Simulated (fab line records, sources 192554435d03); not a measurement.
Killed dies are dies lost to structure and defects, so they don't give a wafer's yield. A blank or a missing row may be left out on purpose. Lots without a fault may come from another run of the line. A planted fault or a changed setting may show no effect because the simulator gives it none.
A struck lot beside a sound one | flow n5_finfet | 23 steps out of a route of 1938
Sound: wafers L332.1, L332.3, L332.4. Struck: wafer L335.5. (L335.1 of the same lot was not struck and is left out.) The cause comes at the end.
At each step with rows: each side's tool, then ch and its chambers, then its first start. Under that, the readings that differ: sound wafers | struck wafers | difference of the means | sigmas: that difference in standard deviations of wafers without a fault.
alike: readings whose means differ by less than 2 such deviations, and words and numbers that are the same on both sides. not compared: withheld readings, readings that some wafer has no value for, bounds like >300 that may hide the same value, and numbers for which the record gives no deviation and whose values overlap.
The two part at a step that has a row with sigmas, a row that says differs or no value, or rows on one side only. Numbers that don't overlap but have no deviation are shown without sigmas and don't part them. A reading that every wafer of one side lacks parts them only if that side has two wafers or more.

N5_BEOL_M6_ETCH_62: etches SOC in N2/H2, target depth 110 nm, overetch 22 nm, time 165 s.
  sound on rie_diel-02 ch 0,2,3, day 9 23:51; struck on rie_diel-01 ch 0, day 10 19:18
  alike: drypump_motor_current_A, oes_product_au, rf_vpp_V, showerhead_plenum_p_Torr, throttle_valve_pct
  not compared: rf_hours_counter_h
then, 1 step without rows for these wafers: N5_BEOL_M6_STRIP_68 (strips in N2/H2).
N5_BEOL_M6_STRIP_67: strips in CF4.
  sound on rie_diel-02 ch 0,2,3, day 9 23:59; struck on rie_diel-01 ch 0, day 10 19:27
  reading                     | sound          | struck | difference | sigmas
  drypump_motor_current_A (A) | 5.33 5.81 5.37 | 6.10   | +0.60      | +2
  alike: bias_power_w, oes_product_au, rf_vpp_V, showerhead_plenum_p_Torr, throttle_valve_pct
  not compared: rf_hours_counter_h
N5_BEOL_M6_HM_OPEN_17: chemistry Cl2/BCl3, target TiN, target depth 20 nm, overetch 6 nm.
  sound on rie_metal-01 ch 0,1, day 10 00:02; struck on rie_metal-03 ch 1, day 10 19:29
  alike: drypump_motor_current_A, oes_product_au, throttle_valve_pct
  not compared: rf_hours_counter_h
then, 1 step without rows for these wafers: N5_BEOL_M6_STRIP_19 (strips in O2).
N5_BEOL_M6_CD_MEAS_18: pitch 80 nm, target cd 40 nm.
  sound on cd_sem-02, day 10 00:13; struck on cd_sem-02, day 10 19:44
  alike: cd_nm
then, 6 steps without rows for these wafers: N5_BEOL_M6_COAT_63 (time 60 s, resist thk 60 nm); N5_BEOL_M6_COAT_64 (time 60 s, resist thk 12 nm); N5_BEOL_M6_COAT_71 (time 60 s, resist thk 5 nm); N5_BEOL_M6_COAT_22 (resist thk 30 nm); N5_BEOL_M6_EBR_24; N5_BEOL_M6_SOFTBAKE_23 (time 60 s).
N5_BEOL_M6_EXPOSE_25: exposes mask V5, target cd 40 nm.
  sound on euv_scanner-01 ch 0, day 10 00:31; struck on euv_scanner-02 ch 0, day 10 19:56
  alike: mask, exposure_dose_mJ_cm2
then, 2 steps without rows for these wafers: N5_BEOL_M6_PEB_26 (peb time 60 s); N5_BEOL_M6_DEVELOP_27 (develop time 30 s).
N5_BEOL_M6_CD_MEAS_28: target cd 40 nm.
  sound on cd_sem-01 ch 0, day 10 00:39; struck on cd_sem-03 ch 0, day 10 20:04
  reading    | sound             | struck | difference | sigmas
  cd_nm (nm) | 40.13 39.82 39.75 | 40.65  | +0.75      | +3
N5_BEOL_M6_OVL_MEAS_29:
  sound on overlay-01 ch 0, day 10 00:41; struck on overlay-01 ch 0, day 10 20:06
  alike: V5_OVL
N5_BEOL_M6_INSPECT_30: inspects for defects (brightfield).
  sound on defect_inspect-01, day 10 00:44; struck on defect_inspect-01, day 10 20:10
  alike: raw_defect_count
N5_BEOL_M6_DESCUM_33: chemistry O2, time 7 s.
  sound on rie_diel-02 ch 0,1,2, day 10 00:55; struck on rie_diel-02 ch 3, day 10 20:14
  reading                  | sound        | struck | difference | sigmas
  model.BEOL_M6.cd_nm (nm) | 40 39.8 39.8 | 40.4   | +0.5       |
  alike: bias_power_w, drypump_motor_current_A, oes_product_au, rf_vpp_V, showerhead_plenum_p_Torr, throttle_valve_pct
  not compared: rf_hours_counter_h
N5_BEOL_M6_ETCH_72: etches underlayer in N2/H2, target depth 6.5 nm, time 5.2 s.
  sound on rie_diel-02 ch 0,1,2, day 10 00:56; struck on rie_diel-02 ch 3, day 10 20:16
  alike: drypump_motor_current_A, etch_rf_on_time_s, oes_product_au, rf_vpp_V, showerhead_plenum_p_Torr, throttle_valve_pct
  not compared: rf_hours_counter_h
N5_BEOL_M6_ETCH_65: etches SiARC in CF4, target depth 15.6 nm, time 26 s.
  sound on rie_diel-02 ch 0,1,2, day 10 00:58; struck on rie_diel-02 ch 3, day 10 20:17
  reading                  | sound        | struck | difference | sigmas
  model.BEOL_M6.cd_nm (nm) | 40 39.8 39.8 | 40.4   | +0.5       |
  alike: drypump_motor_current_A, etch_rf_on_time_s, oes_product_au, rf_vpp_V, showerhead_plenum_p_Torr, throttle_valve_pct
  not compared: rf_hours_counter_h
N5_BEOL_M6_ETCH_66: etches SOC in N2/H2, target depth 80 nm, overetch 16 nm, time 120 s.
  sound on rie_diel-02 ch 0,1,2, day 10 00:59; struck on rie_diel-02 ch 3, day 10 20:19
  alike: drypump_motor_current_A, oes_product_au, rf_vpp_V, showerhead_plenum_p_Torr, throttle_valve_pct
  not compared: rf_hours_counter_h
-- the record jumps here: 4 days lie between the struck wafers' starts before and after (it left off in module BEOL_M6 and takes up again in module PASSIVATION, whose first step shown is number 1936 of the route) --
N5_PASSIVATION_PROBE_49:
  the record has rows for the struck wafers here (prober-02, day 14 11:04) and none for the sound ones

WHERE THEY PART
First at N5_BEOL_M6_STRIP_67; last, within this record, at N5_PASSIVATION_PROBE_49.

WHY: what the simulator had put in
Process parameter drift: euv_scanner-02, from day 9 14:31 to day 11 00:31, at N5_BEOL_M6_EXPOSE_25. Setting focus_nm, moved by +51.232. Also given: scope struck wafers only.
